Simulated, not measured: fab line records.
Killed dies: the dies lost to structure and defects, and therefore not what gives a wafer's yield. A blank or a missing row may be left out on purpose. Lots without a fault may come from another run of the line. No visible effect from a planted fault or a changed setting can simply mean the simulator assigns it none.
A struck lot beside a sound one	flow n5 finfet	19 out of 1938 route steps
Sound: these wafers, L663.1, L663.2, L663.3. The struck wafers were L672.1, L672.4, L672.5. The cause comes at the end.
For every step that has rows: the tool of each side, followed by ch and its chambers, followed by its first start. Under that, the readings that differ: sound wafers	struck wafers	difference of the means	sigmas: that difference in standard deviations of wafers without a fault.
alike: readings whose means differ by less than 2 such deviations, and words and numbers that are the same on both sides. not compared: withheld readings, readings that some wafer has no value for, bounds like >300 that may hide the same value, and numbers for which the record gives no deviation and whose values overlap.
The two part at a step that has a row with sigmas, a row that says differs or no value, or rows on one side only. Non-overlapping numbers with no deviation appear without sigmas and do not part them. A reading missing from all wafers of one side parts the sides only when that side holds two or more wafers.

N5_BEOL_M1_INSPECT_30: inspects for defects (brightfield).
  struck on defect inspect-01, day 8 13:38; sound on defect inspect-02, day 6 10:25
reading	sound	struck	difference	sigmas
raw defect count	428 383 285	781 581 732	+333	+3
N5_BEOL_M1_DESCUM_33: chemistry O2, time 7 s.
  sound on rie diel-06 ch 0,2,3, day 6 10:27; struck on rie diel-02 ch 0,1,2, day 8 13:40
  alike: drypump motor current A, oes product au, rf vpp V, showerhead plenum p Torr, throttle valve pct
  not compared: rf hours counter h
N5_BEOL_M1_ETCH_77: etches underlayer in N2/H2, target depth 6.5 nm, time 5.2 s.
  sound on rie diel-06 ch 0,2,3, day 6 10:29; struck on rie diel-02 ch 0,1,2, day 8 13:43
  alike: bias w, drypump motor current A, etch rf on time s, n2 flow sccm, oes product au, rf fwd power W, rf vpp V, showerhead plenum p Torr, throttle valve pct
  not compared: rf hours counter h
N5_BEOL_M1_ETCH_69: etches SiARC in CF4, target depth 15.6 nm, time 26 s.
  sound on rie diel-06 ch 0,2,3, day 6 10:30; struck on rie diel-02 ch 0,1,2, day 8 13:43
  alike: bias w, cf4 flow sccm, drypump motor current A, etch rf on time s, oes product au, rf fwd power W, rf vpp V, showerhead plenum p Torr, throttle valve pct
  not compared: rf hours counter h
N5_BEOL_M1_ALD_98: deposits SiO2, target thk 2.5 nm, pulse time 1 s, co reactant pulse time 1 s.
  sound on ald sin-04 ch 1,2,3, day 6 10:39; struck on ald sin-04 ch 0,2, day 8 13:49
  alike: heater power w, precursor pulse height rel
then, 4 steps without rows for these wafers: N5_BEOL_M1_ETCHBACK_99 (etches SiO2 in CHF3, target depth 5 nm, time 10.4 s); N5_BEOL_M1_ETCH_70 (etches SOC in N2/H2, target depth 80 nm, overetch 16 nm, time 120 s); N5_BEOL_M1_STRIP_71 (strips in N2/H2); N5_BEOL_M1_STRIP_78 (strips in N2/H2).
N5_BEOL_M1_VIA_ETCH_34: etches the open film in C4F6/O2, target depth 67.8 nm, time 64.4 s.
  sound on rie diel-06 ch 1,2,3, day 6 10:56; struck on rie diel-06 ch 0,2, day 8 15:07
  alike: bias w, drypump motor current A, oes_f_703_au, oes_o_777_au, oes product au, rf fwd power W, rf vpp V, showerhead plenum p Torr, throttle valve pct
  not compared: rf hours counter h
then, 2 steps without rows for these wafers: N5_BEOL_M1_STRIP_83 (strips in C4F6/O2); N5_BEOL_M1_STRIP_36 (strips in N2/H2).
N5_BEOL_M1_TRENCH_ETCH_37: etches SiOC in C4F6/O2, target depth 55.207 nm, time 29 s.
  sound on rie diel-06 ch 1,2,3, day 6 11:02; struck on rie diel-06 ch 0,2, day 8 15:13
reading	sound	struck	difference	sigmas
oes_f_703_au (a.u.)	0.86 0.86 0.69	0.48 0.52 0.52	-0.30	-4
oes_o_777_au (a.u.)	0.84 0.84 0.68	0.50 0.52 0.52	-0.27	-4
rf fwd power W (W)	347.6 349.2 351.3	262.9 264.6 262.5	-86.0	-43
rf vpp V (V)	654 649 651	749 779 777	+117	+9
model.BEOL_M1.feature depth nm (nm)	56 56.2 52.6	47.4 49 49.2	-6.4	
model.etch.depth nm (nm)	56.02 56.23 52.67	47.47 48.92 49.18	-6.45	
  alike: bias w, drypump motor current A, oes product au, showerhead plenum p Torr, throttle valve pct
  not compared: rf hours counter h
then, 2 steps without rows for these wafers: N5_BEOL_M1_ETCH_41 (etches SiCN in CH3F/O2, target depth 31.9 nm, time 57.8 s); N5_BEOL_M1_STRIP_97 (strips in N2/H2, time 10 s).
N5_BEOL_M1_OCD_MEAS_38:
  struck on ocd-02, day 8 15:22; sound on ocd-01, day 6 11:11
reading	sound	struck	difference	sigmas
trench depth nm (nm)	55.6 56.5 52.6	47.1 49.4 49.3	-6.3	-5
then, 1 step without rows for these wafers: N5_BEOL_M1_HM_STRIP_39 (strips TiN in peroxide tin strip, target depth 25 nm, time 158 s).
N5_BEOL_M4_RC_MEAS_101:
  sound on prober-02 ch 0, day 8 00:55; struck on prober-01 ch 0, day 10 05:37
  alike: DIBL_N, DIBL_P, IOFF_N, IOFF_P, ION_N, ION_P, SS_N, SS_P, VT_N, VT_P
-- here the record skips 4 days between the struck wafers' starts before and after, leaving off in module BEOL_M4 and picking up in module PASSIVATION (first step shown: number 1936 of the route) --
N5_PASSIVATION_PROBE_49:
  struck on prober-02, day 14 07:47; sound on prober-01, day 12 08:48
reading	sound	struck	difference	sigmas
sort_bin_8_speed (%)	0 0 0	0 1.95 0	+1	+3
  alike: defect limited yield, killed_at_M0_to_M3, killed_at_M4_up, killed at contacts, killed at front end, killed at other, killed dies, killed open, killed short, sort_bin_5_function, sort_bin_6_memory, sort n pass, sort yield pct

WHERE THEY PART
First at N5_BEOL_M1_INSPECT_30; last, within this record, at N5_PASSIVATION_PROBE_49.

WHY: what the simulator had put in
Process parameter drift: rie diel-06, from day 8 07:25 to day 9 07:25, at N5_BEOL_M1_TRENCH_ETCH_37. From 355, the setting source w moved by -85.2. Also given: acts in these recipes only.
